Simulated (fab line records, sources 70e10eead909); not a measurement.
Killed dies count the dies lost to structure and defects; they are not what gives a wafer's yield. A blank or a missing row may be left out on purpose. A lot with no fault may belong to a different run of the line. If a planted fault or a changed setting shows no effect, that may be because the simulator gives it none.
The tool behind it: which one? ; flow nand_harc ; 6 lots, 18 wafers sampled, at 5 steps of a route of 1302

WHAT THE GAUGES READ, wafer by wafer
NHARC_END_SORT_01.
lot;measured;on;killed_at_periphery
L853;day 25 20:25;prober-02;5 3 4
L855;day 25 14:12;prober-01;3 4 5
L860;day 28 05:51;prober-02;621 5 620
L869;day 32 04:54;prober-02;6 5 7
L871;day 32 12:42;prober-01;6 1 3
L875;day 34 02:55;prober-02;2 2 3

WHAT TOOL EACH LOT RAN ON (gives the tool, then ch and the chambers of the sampled wafers, and finally the start)
lot;NHARC_P_CONTACT_PVD_32;NHARC_P_M0_ETCH_15;NHARC_P_M0_PVD_21;NHARC_P_M0_ANNEAL_30
L853;pvd_sputter-02, day 6 16:11 or earlier;rie_diel-10 ch 0,1, day 6 16:11;pvd_sputter-01, day 6 17:43 or earlier;rtp_anneal-02 ch 0, day 6 17:43
L855;pvd_sputter-03, day 7 07:22 or earlier;rie_diel-03 ch 0,2,3, day 7 07:22;pvd_sputter-03, day 7 08:59 or earlier;rtp_anneal-02 ch 0, day 7 08:59
L860;pvd_sputter-01, day 9 16:19 or earlier;rie_diel-10 ch 0,1,3, day 9 16:19;pvd_sputter-01, day 9 17:49 or earlier;rtp_anneal-01 ch 0, day 9 17:49
L869;pvd_sputter-01, day 13 12:41 or earlier;rie_diel-03 ch 0,1,3, day 13 12:41;pvd_sputter-01, day 13 14:10 or earlier;rtp_anneal-01 ch 0, day 13 14:10
L871;pvd_sputter-03, day 14 00:13 or earlier;rie_diel-02 ch 1,2,3, day 14 00:13;pvd_sputter-02, day 14 01:44 or earlier;rtp_anneal-02 ch 0, day 14 01:44
L875;pvd_sputter-01, day 15 12:01 or earlier;rie_diel-03 ch 0,1,2, day 15 12:01;pvd_sputter-02, day 15 13:33 or earlier;rtp_anneal-02 ch 0, day 15 13:33
- NHARC_P_CONTACT_PVD_32: deposits Ti, target thk 5 nm, time 17.7 s.
- NHARC_P_M0_ETCH_15: etches the open film in C4F8/Ar, target depth 150 nm, overetch 15 nm, time 82.5 s.
- NHARC_P_M0_PVD_21: deposits Cu, target thk 30 nm, time 20.49 s.
- NHARC_P_M0_ANNEAL_30: time 90 s.

THE ANSWER, worked out from the rows above alone
Rule: usual is defined by the lots themselves. The widest of any qualifying gaps counts: lots, ordered by their means at a reading, are off when they make up no more than a third of the lots, leave a main group of 4 or more, and stand apart from it by 3 or more times the standard deviation of that group's means. If all means in a main group match to the digits the tables above print for the reading, that group is not used. A lot without any number at a reading at which 4 lots or more have one is off too. All remaining lots with rows at the step are treated as sound.
Off: L860, at NHARC_END_SORT_01 (killed_at_periphery). The main group has a mean of 3.9 with a standard deviation of 1.2.
A tool fits if, at a process step before that reading, it ran every lot that is off, and no sound lot after the first of them. The gauges at NHARC_END_SORT_01 are tried like those tools. Because NHARC_P_CONTACT_PVD_32 lacks a start for some lots, the hours and order of its lots are taken from NHARC_P_M0_ETCH_15. Because NHARC_P_M0_PVD_21 lacks a start for some lots, the hours and order of its lots are taken from NHARC_P_M0_ANNEAL_30. One candidate fits, namely rie_diel-10 at NHARC_P_M0_ETCH_15. Its last sound lot is L853 (day 6 16:11), its first lot that is off L860 (day 9 16:19): a fault that began between those two fits.

WHAT THE SIMULATOR PUT IN
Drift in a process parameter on rie_diel-10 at NHARC_P_M0_ETCH_15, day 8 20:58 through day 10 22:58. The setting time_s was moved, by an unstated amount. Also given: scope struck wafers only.
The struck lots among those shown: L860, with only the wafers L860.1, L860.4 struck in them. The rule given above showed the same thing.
